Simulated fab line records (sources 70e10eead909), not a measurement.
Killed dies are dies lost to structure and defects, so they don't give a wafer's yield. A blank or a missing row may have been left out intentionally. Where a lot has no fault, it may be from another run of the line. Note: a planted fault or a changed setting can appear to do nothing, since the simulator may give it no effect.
A struck lot beside a sound one    flow nandHarc    15 steps out of a route of 1302
Sound: these wafers, L456.1, L456.2, L456.3. Struck: wafers L468.1, L468.3, L468.6. The cause is named last.
At each step with rows: each side's tool, then ch and its chambers, then its first start. Under that, the readings that differ: sound wafers    struck wafers    difference of the means    sigmas: that difference in standard deviations of wafers without a fault.
alike: a reading whose means differ by less than 2 such deviations, as well as words and numbers matching on both sides. not compared: withheld readings; readings where some wafer has no value; bounds like >300 that might hide an equal value; numbers whose values overlap and for which the record gives no deviation.
A row with sigmas, a row that says differs or no value, or rows on one side alone: a step with any of these is where the two part. Numbers that don't overlap but have no deviation are shown without sigmas and don't part them. A reading that every wafer of one side lacks parts them only if that side has two wafers or more.

first, 2 steps without rows for these wafers: NHARC_THIN_TSV_PEB_10 (peb time 85 s); NHARC_THIN_TSV_DEVELOP_11 (time 70 s).
NHARC_THIN_TSV_CD_MEAS_12 targets a cd of 1000 nm.
  sound on cdSem-01 ch 0, day 24 11:43; struck on cdSem-01 ch 0, day 30 03:30
  alike: cdNm
then, 1 step without rows for these wafers: NHARC_THIN_TSV_HARDBAKE_13 (time 80 s).
NHARC_THIN_TSV_DESCUM_14: chemistry O2, time 3 s.
  sound on rieDiel-13 ch 0,2,3, day 24 11:53; struck on rieDiel-09 ch 1,2, day 30 03:40
  alike: drypumpMotorCurrentA, oesProductAu, rfVppV, showerheadPlenumPTorr, throttleValvePct
  not compared: rfHoursCounterH
NHARC_THIN_TSV_ETCH_44: etches the open film in CF4/O2, target depth 1594.2 nm, time 797.1 s.
  sound on rieDiel-13 ch 0,2,3, day 24 11:58; struck on rieDiel-09 ch 0,1,3, day 30 03:48
  alike: drypumpMotorCurrentA, oesProductAu, rfVppV, showerheadPlenumPTorr, throttleValvePct
  not compared: rfHoursCounterH
then, 1 step without rows for these wafers: NHARC_THIN_TSV_ETCH_15 (target depth 3000 nm, bosch target overetch cycles 2, bosch etch step 2.8 s).
NHARC_THIN_TSV_CD_MEAS_16:
  sound on cdSem-02 at day 24 12:41; struck on cdSem-03 at day 30 04:27
  alike: cdNm
NHARC_THIN_TSV_STRIP_45: strips in O2.
  sound on plasmaAsher-01 ch 0,1, day 24 12:45; struck on plasmaAsher-02 ch 0,1, day 30 04:32
  alike: drypumpMotorCurrentA, heaterPowerW
  not compared: rfHoursCounterH
then, 1 step without rows for these wafers: NHARC_THIN_TSV_STRIP_46 (strips in post etch residue remover, time 1200 s).
NHARC_THIN_TSV_DEP_47: deposits SiO2, target thk 200 nm.
  sound on pecvd-04 ch 0,1,2, day 24 13:36; struck on pecvd-01 ch 0,1, day 30 05:20
  alike: chamberPressureTorr, throttleValvePct
then, 1 step without rows for these wafers: NHARC_THIN_TSV_ETCHBACK_48 (etches the open film in C4F8/Ar, target depth 1028.5 nm, time 405.17 s).
NHARC_THIN_TSV_STRIP_62: strips in N2/H2, time 20 s.
  sound on plasmaAsher-01 ch 0,1, day 24 14:22; struck on plasmaAsher-02 ch 0,1, day 30 06:07
  no value came back on the struck wafers for drypumpMotorCurrentA (A), heaterPowerW (W); on the sound wafers drypumpMotorCurrentA (A) reads 5.4 5.7 5.4
  not compared: rfHoursCounterH
NHARC_THIN_TSV_DEGAS_49: time 120 s.
  sound on pvdSputter-01 at day 24 14:32; struck on pvdSputter-02 at day 30 06:17
  alike: heaterPowerW
NHARC_END_SORT_01:
  here the record holds rows for the struck wafers (prober-02 ch 0, day 30 19:32) but none for the sound ones

== WHERE THEY PART ==
At NHARC_THIN_TSV_STRIP_62 first; at NHARC_END_SORT_01 last (within this record only).

WHY: the cause the simulator had injected
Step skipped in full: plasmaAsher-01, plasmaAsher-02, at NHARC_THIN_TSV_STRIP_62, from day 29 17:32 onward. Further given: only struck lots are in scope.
